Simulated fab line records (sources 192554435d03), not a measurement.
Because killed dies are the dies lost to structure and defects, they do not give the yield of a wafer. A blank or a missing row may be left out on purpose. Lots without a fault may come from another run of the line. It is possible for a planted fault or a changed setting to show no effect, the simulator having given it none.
Matching of chambers :: flow n5Finfet :: N5_BEOL_M5_CURE_80 on uvCure-01 has 3 sister chambers
The step cures SiCOH lowk, time 120 s. 3 wafers are shown with their chamber, then 11 later ones without.

WAFERS PAIRED WITH THEIR CHAMBERS
wafer: L082.6
chamber: 1
wafer_temp_C_max: 371.4

wafer: L086.3
chamber: 0
wafer_temp_C_max: 372.0

wafer: L088.1
chamber: 2
wafer_temp_C_max: 371.7

WAFERS MISSING THEIR CHAMBER
wafer: L088.4
wafer_temp_C_max: 371.9

wafer: L088.6
wafer_temp_C_max: 371.5

wafer: L089.2
wafer_temp_C_max: 370.5

wafer: L089.3
wafer_temp_C_max: 371.2

wafer: L089.5
wafer_temp_C_max: 371.2

wafer: L094.1
wafer_temp_C_max: 372.2

wafer: L094.3
wafer_temp_C_max: 372.2

wafer: L094.4
wafer_temp_C_max: 372.1

wafer: L097.2
wafer_temp_C_max: 370.6

wafer: L097.3
wafer_temp_C_max: 371.1

wafer: L097.4
wafer_temp_C_max: 370.7

EACH ONE'S CHAMBER
wafer: L088.4
from the rows above: can't be placed: 0 or 2 or 1
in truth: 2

wafer: L088.6
from the rows above: can't be placed: 1 or 2 or 0
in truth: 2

wafer: L089.2
from the rows above: can't be placed: 1 or 2 or 0
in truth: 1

wafer: L089.3
from the rows above: can't be placed: 1 or 2 or 0
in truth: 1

wafer: L089.5
from the rows above: can't be placed: 1 or 2 or 0
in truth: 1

wafer: L094.1
from the rows above: can't be placed: 0 or 2 or 1
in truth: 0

wafer: L094.3
from the rows above: can't be placed: 0 or 2 or 1
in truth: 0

wafer: L094.4
from the rows above: can't be placed: 0 or 2 or 1
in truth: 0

wafer: L097.2
from the rows above: can't be placed: 1 or 2 or 0
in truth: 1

wafer: L097.3
from the rows above: can't be placed: 1 or 2 or 0
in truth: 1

wafer: L097.4
from the rows above: can't be placed: 1 or 2 or 0
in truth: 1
Correct placement for 0 of the 11. Cannot be placed on the basis of these rows: 11; the candidates contain the true chamber in 11. 0 placed wrongly.
How it was worked out, from the rows above alone: a wafer's distance from a chamber is the root of the sum, over the readings, of the square of ((its reading less the chamber's mean) divided by the reading's scatter). The wafer belongs to the nearest chamber; if the next one is less than 2 further off, it can't be placed. Each chamber's mean is taken over the wafers shown for it. The scatter: with one shown wafer a chamber, the root of the mean of the squares of how far each hidden wafer lies from its nearest shown one.
